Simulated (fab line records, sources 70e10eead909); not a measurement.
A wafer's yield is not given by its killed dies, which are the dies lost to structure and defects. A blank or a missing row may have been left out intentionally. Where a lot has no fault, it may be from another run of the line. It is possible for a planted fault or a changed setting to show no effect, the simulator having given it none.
Check of tool commonality -- flow nandHarc -- Sampled: 14 lots, 42 wafers

## REASON IT WAS OPENED
At NHARC_A_ONON_D2_THK_MEAS_27 the reading thkNm is flagged on 2 of 14 lots. Wafers without a fault read 999 nm, standard deviation 9.9.
Rule: a lot gets a flag if all its wafers with a number sit over 4 standard deviations from that mean, or if no wafer of it has a number. The other lots count as sound.

lot,measured,on,"thkNm (nm), wafer by wafer",flag
L732,day 13 05:52,filmMetro-02,998 995 996,
L733,day 14 07:31,filmMetro-01,1020 1022 1020,
L735,day 14 12:07,filmMetro-01,991 992 990,
L738,day 15 11:11,filmMetro-01,1000 1000 1001,
L741,day 17 11:19,filmMetro-01,544 544 543,FLAGGED
L743,day 17 19:43,filmMetro-01,534 532 533,FLAGGED
L744,day 18 22:22,filmMetro-01,996 995 996,
L745,day 18 22:22,filmMetro-01,994 994 993,
L750,day 20 18:59,filmMetro-02,1014 1014 1014,
L749,day 21 00:38,filmMetro-02,1019 1021 1018,
L751,day 21 09:13,filmMetro-01,983 983 984,
L753,day 21 19:09,filmMetro-02,1005 1004 1007,
L754,day 22 05:42,filmMetro-02,1008 1009 1009,
L752,day 22 05:44,filmMetro-01,1008 1009 1008,
The numbers of the flagged lots are 538 nm on average: -461 nm against the usual, or -47 standard deviations.

## EACH LOT AND THE TOOL IT RAN ON
The record keeps 1 process step preceding the reading, out of 1302 steps on the route. In each cell: the tool, then ch and the chambers that the sampled wafers went through, then the start.
lot,flag,NHARC_A_ONON_D2_DEP_25
L732,,"pecvdOnon-04 ch 0, day 13 05:22"
L733,,"pecvdOnon-03 ch 0, day 14 07:01"
L735,,"pecvdOnon-03 ch 0, day 14 11:40"
L738,,"pecvdOnon-03 ch 0, day 15 10:44"
L741,FLAGGED,"pecvdOnon-04 ch 0, day 17 10:56"
L743,FLAGGED,"pecvdOnon-04 ch 0, day 17 19:19"
L744,,"pecvdOnon-03 ch 0, day 18 21:51"
L745,,"pecvdOnon-01 ch 0, day 18 21:52"
L750,,"pecvdOnon-04 ch 0, day 20 18:29"
L749,,"pecvdOnon-01 ch 0, day 21 00:08"
L751,,"pecvdOnon-01 ch 0, day 21 08:41"
L753,,"pecvdOnon-01 ch 0, day 21 18:41"
L754,,"pecvdOnon-04 ch 0, day 22 05:11"
L752,,"pecvdOnon-03 ch 0, day 22 05:11"
What is done by these steps:
- NHARC_A_ONON_D2_DEP_25: target thk 1000 nm.
- NHARC_A_ONON_D2_THK_MEAS_27: measures by ellipsometry.

## FLAGGED AGAINST TOTAL, ONE TOOL AT A TIME (gauges that did the reading follow at the end)
step,tool,lots run,flagged,share of the flagged lots,sound lots run after its first flagged lot
NHARC_A_ONON_D2_DEP_25,pecvdOnon-01,4,0,none,-
NHARC_A_ONON_D2_DEP_25,pecvdOnon-03,5,0,none,-
NHARC_A_ONON_D2_DEP_25,pecvdOnon-04,5,2,all,"2 (L750,L754)"
NHARC_A_ONON_D2_THK_MEAS_27,filmMetro-01,9,2,all,"4 (L744,L745,L751,L752)"
NHARC_A_ONON_D2_THK_MEAS_27,filmMetro-02,5,0,none,-

## WHAT THE TABLE ALLOWS
In 2 table rows, all flagged lots were run: pecvdOnon-04 (NHARC_A_ONON_D2_DEP_25), filmMetro-01 (NHARC_A_ONON_D2_THK_MEAS_27).
- pecvdOnon-04 at NHARC_A_ONON_D2_DEP_25 ran 5 lots, 2 of them flagged. Lots that were sound ran on it after the first flagged one (L750, L754); a persistent fault on the entire tool would not allow that.
- filmMetro-01 at NHARC_A_ONON_D2_THK_MEAS_27 ran 9 lots, 2 of them flagged. Lots that were sound ran on it after the first flagged one (L744, L745, L751, L752); a persistent fault on the entire tool would not allow that.
There is no row in the table that ran each flagged lot and no sound lot after the first.

## WHAT THE SIMULATOR HAD INSERTED
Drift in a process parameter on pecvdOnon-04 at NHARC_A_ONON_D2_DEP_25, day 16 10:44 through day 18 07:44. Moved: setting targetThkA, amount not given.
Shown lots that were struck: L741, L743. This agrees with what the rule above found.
